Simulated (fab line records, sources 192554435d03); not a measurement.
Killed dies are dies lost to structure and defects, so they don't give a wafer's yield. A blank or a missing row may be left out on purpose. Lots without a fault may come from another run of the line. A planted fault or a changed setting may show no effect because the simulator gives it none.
fab line records | flow n5_finfet
record lots=13 wafers=35 last_day=17
route steps=1938 shown BEOL_M12@1637
lots that met no fault: from a run of the same line without faults
start_h: hours from the record's first day to the start of the lot's first wafer shown | wait_h: hours since the lot's step before | " the same as in the row above | L1.1+2: a row that stands for several wafers | - no value, or no start given | * or withheld: withheld | < > ~ a bound
route shown NAME@n: a module of which the file shows steps, and the number in the route of the first | usual: mean/standard deviation of fault-free wafers | same: alike in all rows | chamber/n: place in a boat | sites: the reading at each site | _std_site: their standard deviation | _edge_site: outer sites' mean less inner sites' | radius_mm: how far each site lies from the wafer's centre | mask NAME#n: copy n | behind: the tool/chamber that last shaped the wafer | hold: why the lot was held/for how many hours/how that ended | device: the transistor (n, p or np) that didn't switch | end of line: the same wafers' tests at the end of the route | a step without rows: its recipe alone | killed: dies lost to structure and defects at the first sort, not the wafer's yield | map: a wafer's dies, x killed, . not, _ none there
set.NAME: the setting as run; set.NAME@STEP: as run at that earlier step | model.NAME: the simulator's own value behind a step, which no gauge read
steps of the route over a sample of lots; a table a step, a row a wafer
services: from which hour (start_h, from the record's first day; less than 0 if before it) a tool's chamber was out of use, for how many hours, and why
## steps
# step N5_BEOL_M12_ETCH_68
# recipe chemistry=N2/H2 target=SOC mask_material=SiARC source_w=3000 bias_w=350 temp_c=40 time_s=285 ion_energy_ev=200 pressure_mtorr=30 n2_flow_sccm=200 h2_flow_sccm=200
# usual drypump_motor_current_A=5.8/0.4 oes_product_au=0.81/0.047 rf_vpp_V=525.2/2.4 showerhead_plenum_p_Torr=2.59/0.095 throttle_valve_pct=17.66/0.24
# columns lot.wafer tool chamber start_h wait_h drypump_motor_current_A oes_product_au rf_hours_counter_h rf_vpp_V showerhead_plenum_p_Torr throttle_valve_pct
L434.1 rie_diel-06 2 244.21 0.1 5.1 0.84 54 524.0 2.59 17.48
L434.2 " 3 " " 5.8 0.82 95 526.6 2.67 17.53
L436.1 rie_diel-06 2 244.69 0.1 5.1 0.84 54 523.3 2.59 17.47
L436.3 " 0 " " 6.1 0.82 79 527.3 2.69 17.46
L438.1 rie_diel-03 1 263.24 0.1 5.7 0.87 43 528.8 2.68 17.44
L438.2 " 0 " " 6.1 0.80 126 524.1 2.55 18.20
L438.5 " 3 " " 5.6 0.82 - 523.3 2.58 17.73
L437.2 rie_diel-03 3 265.38 0.1 5.6 0.81 83 525.1 2.58 17.73
L437.3 " 2 " " 5.5 0.84 65 526.5 2.70 18.11
L437.6 " 0 " " 6.2 0.80 - 524.3 2.55 18.18
L441.3 rie_diel-03 3 272.53 0.1 5.7 0.81 86 523.7 2.58 17.71
L441.4 " 1 " " 5.6 0.85 47 527.0 2.68 17.46
L444.2 rie_diel-06 2 300.46 0.1 5.1 0.81 72 524.2 2.58 17.52
L444.4 " 3 " " 5.8 0.80 116 526.7 2.66 17.58
L444.5 " 0 " " 6.2 0.80 - 527.6 2.68 17.48
L443.4 rie_diel-03 3 301.29 0.1 5.7 0.79 96 525.7 2.57 17.73
L443.5 " 2 " " 5.5 0.83 - 527.8 2.70 18.13
L443.6 " 1 " " 5.6 0.85 - 528.8 2.68 17.48
L447.1 rie_diel-06 1 306.75 0.1 6.1 0.75 146 520.7 2.42 17.69
L447.3 " 0 " " 6.1 0.80 101 527.8 2.68 17.48
L447.6 " 1 " " 6.1 0.75 - 520.1 2.42 17.68
L449.3 rie_diel-06 0 340.29 0.1 6.1 0.78 112 526.7 2.68 17.50
L449.4 " 3 " " 5.8 0.78 130 528.2 2.65 17.61
L449.5 " 1 " " 6.1 0.73 - 521.6 2.42 17.69
L453.3 rie_diel-06 0 345.32 0.1 6.1 0.78 115 526.3 2.68 17.52
L453.4 " 2 " " 5.2 0.80 89 524.3 2.57 17.53
L453.5 " 1 " " 6.1 0.73 - 522.0 2.42 17.69
L454.2 rie_diel-02 3 368.25 0.1 4.9 0.75 147 523.7 2.55 17.57
L454.3 " 2 " " 5.6 0.90 34 522.6 2.47 17.51
L454.5 " 3 " " 4.9 0.76 - 523.6 2.55 17.56
L456.3 rie_diel-02 2 373.39 0.1 5.6 0.90 35 523.3 2.47 17.51
L456.6 " 2 " " 5.6 0.90 - 521.9 2.47 17.50
L457.1 rie_diel-06 1 374.79 0.1 6.1 0.73 174 520.7 2.41 17.73
L457.3 " 0 " " 6.1 0.78 128 527.2 2.67 17.54
L457.4 " 3 " " 5.8 0.77 145 528.4 2.65 17.61
# step N5_BEOL_M12_PRE_CLEAN_42
# recipe gas=H2/He time_s=30 temp_c=250
# usual heater_power_w=326/34
# columns lot.wafer tool chamber start_h wait_h heater_power_w
L434.1 pvd_sputter-01 - 247.21 0.0 391
L434.2 " - " " 365
L436.1 pvd_sputter-02 - 251.60 0.0 330
L436.3 " - " " 307
L438.1 pvd_sputter-02 - 266.43 0.0 283
L438.2 " - " " 345
L438.5 " - " " 346
L437.2 pvd_sputter-03 - 266.84 0.0 319
L437.3 " - " " 348
L437.6 " - " " 327
L441.3 pvd_sputter-02 - 273.57 0.0 290
L441.4 " - " " 309
L444.2 pvd_sputter-01 - 301.27 0.0 393
L444.4 " - " " 347
L444.5 " - " " 360
L443.4 pvd_sputter-01 - 304.21 0.0 280
L443.5 " - " " 390
L443.6 " - " " 349
L447.1 pvd_sputter-03 - 312.52 0.0 356
L447.3 " - " " 344
L447.6 " - " " 324
L449.3 pvd_sputter-02 - 341.68 0.0 284
L449.4 " - " " 290
L449.5 " - " " 307
L453.3 pvd_sputter-01 - 348.19 0.0 316
L453.4 " - " " 287
L453.5 " - " " 316
L454.2 pvd_sputter-01 - 369.73 0.0 286
L454.3 " - " " 351
L454.5 " - " " 347
L456.3 pvd_sputter-03 - 378.04 0.0 361
L456.6 " - " " 348
L457.1 pvd_sputter-02 - 378.97 0.0 287
L457.3 " - " " 310
L457.4 " - " " 283
# step N5_BEOL_M12_SPUTTER_43
# recipe material=TaN target_thk_a=150 temp_c=50 bias_v=168.6 power_w=15000 chamber_pressure_pa=0.12 time_s=24.19
# usual cathode_dc_power_W=15000/2.7 throttle_valve_pct=30.1/0.87
# columns lot.wafer tool chamber start_h wait_h cathode_dc_power_W throttle_valve_pct
L434.1 pvd_sputter-01 - 247.25 0.0 15002 29.5
L434.2 " - " " 14994 31.9
L436.1 pvd_sputter-02 - 251.64 0.0 15002 29.3
L436.3 " - " " 15001 30.0
L438.1 pvd_sputter-02 - 266.47 0.0 15001 29.2
L438.2 " - " " 15000 29.1
L438.5 " - " " 15003 28.9
L437.2 pvd_sputter-03 - 266.88 0.0 14999 30.2
L437.3 " - " " 14997 29.3
L437.6 " - " " 14996 30.3
L441.3 pvd_sputter-02 - 273.61 0.0 15006 29.3
L441.4 " - " " 15001 30.3
L444.2 pvd_sputter-01 - 301.31 0.0 14998 29.6
L444.4 " - " " 14998 31.8
L444.5 " - " " 15003 32.0
L443.4 pvd_sputter-01 - 304.25 0.0 14998 31.2
L443.5 " - " " 15004 29.6
L443.6 " - " " 15000 31.8
L447.1 pvd_sputter-03 - 312.56 0.0 14996 29.1
L447.3 " - " " 15004 30.1
L447.6 " - " " 14998 30.2
L449.3 pvd_sputter-02 - 341.72 0.0 15003 29.6
L449.4 " - " " 15003 29.6
L449.5 " - " " 14998 30.4
L453.3 pvd_sputter-01 - 348.23 0.0 15000 31.0
L453.4 " - " " 14998 31.0
L453.5 " - " " 14999 30.7
L454.2 pvd_sputter-01 - 369.77 0.0 15006 30.8
L454.3 " - " " 15001 31.9
L454.5 " - " " 15003 31.8
L456.3 pvd_sputter-03 - 378.08 0.0 15003 29.1
L456.6 " - " " 15003 30.0
L457.1 pvd_sputter-02 - 379.01 0.0 15002 29.2
L457.3 " - " " 15001 30.2
L457.4 " - " " 15003 29.5
# step N5_BEOL_M12_SPUTTER_45
# recipe material=Cu target_thk_a=800 temp_c=-20 bias_v=60 power_w=26000 chamber_pressure_pa=0.13 time_s=13.33
# usual cathode_dc_power_W=26001/4.6 throttle_valve_pct=30.1/0.88
# columns lot.wafer tool chamber start_h wait_h cathode_dc_power_W throttle_valve_pct
L434.1 pvd_sputter-01 - 247.41 0.0 26003 29.5
L434.2 " - " " 26004 31.8
L436.1 pvd_sputter-02 - 251.80 0.0 25998 29.4
L436.3 " - " " 25999 30.3
L438.1 pvd_sputter-02 - 266.63 0.0 26001 29.2
L438.2 " - " " 26007 29.1
L438.5 " - " " 26001 29.1
L437.2 pvd_sputter-03 - 267.04 0.0 26003 30.0
L437.3 " - " " 26006 29.4
L437.6 " - " " 25998 30.0
L441.3 pvd_sputter-02 - 273.77 0.0 25997 29.3
L441.4 " - " " 26003 30.4
L444.2 pvd_sputter-01 - 301.47 0.0 25996 29.4
L444.4 " - " " 25996 31.9
L444.5 " - " " 26002 32.0
L443.4 pvd_sputter-01 - 304.41 0.0 26008 31.0
L443.5 " - " " 26003 29.7
L443.6 " - " " 26008 31.9
L447.1 pvd_sputter-03 - 312.72 0.0 25997 29.3
L447.3 " - " " 25992 30.1
L447.6 " - " " 25997 29.8
L449.3 pvd_sputter-02 - 341.88 0.0 26008 29.6
L449.4 " - " " 26005 29.4
L449.5 " - " " 26015 30.4
L453.3 pvd_sputter-01 - 348.39 0.0 26010 30.6
L453.4 " - " " 23730 31.1
L453.5 " - " " 25998 30.6
L454.2 pvd_sputter-01 - 369.93 0.0 23735 31.0
L454.3 " - " " 25997 31.9
L454.5 " - " " 25995 31.9
L456.3 pvd_sputter-03 - 378.24 0.0 25993 29.3
L456.6 " - " " 26001 30.3
L457.1 pvd_sputter-02 - 379.17 0.0 25999 29.1
L457.3 " - " " 26005 30.1
L457.4 " - " " 25996 29.6
## services
# columns tool chamber start_h hours kind
rie_diel-02 2 220.79 6.6 repair
rie_diel-02 3 222.10 1.4 repair
rie_diel-02 2 227.67 - clean
rie_diel-02 2 227.67 - consumable_replace:focus_ring
rie_diel-02 2 227.67 19.5 scheduled_down
rie_diel-02 2 227.67 19.5 vent_cycle
rie_diel-03 2 246.73 2.6 repair
pvd_sputter-01 - 265.60 4.9 repair
pvd_sputter-02 - 306.05 1.9 repair
rie_diel-06 - 307.32 2.8 pm
rie_diel-02 - 329.88 24.2 repair
pvd_sputter-03 - 352.94 1.0 repair
## key
first_sign step=N5_BEOL_M12_SPUTTER_45 reading=cathode_dc_power_W direction=down sigmas=99+ usual=* struck=*
effect none on later readings
met_at N5_BEOL_M12_SPUTTER_45
struck_lots L453,L454
struck_wafers L453.4,L454.2
baseline_loss step=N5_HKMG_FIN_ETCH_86 wafers=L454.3
not_acting_at N5_BEOL_M12_ETCH_68,N5_BEOL_M12_PRE_CLEAN_42,N5_BEOL_M12_SPUTTER_43
onset_between 304.41 348.39
fault kind=process_parameter_drift tool=pvd_sputter-01 chamber=- onset_h=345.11 steps=N5_BEOL_M12_SPUTTER_45 channel=power_w offset=* shape=step end_h=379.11 acts_in=* stated=* scope=struck_wafers_only
# baseline_loss: these wafers lose ten dies or more at that step, a loss of the line's own and not of a fault; the sort's usual values leave them out
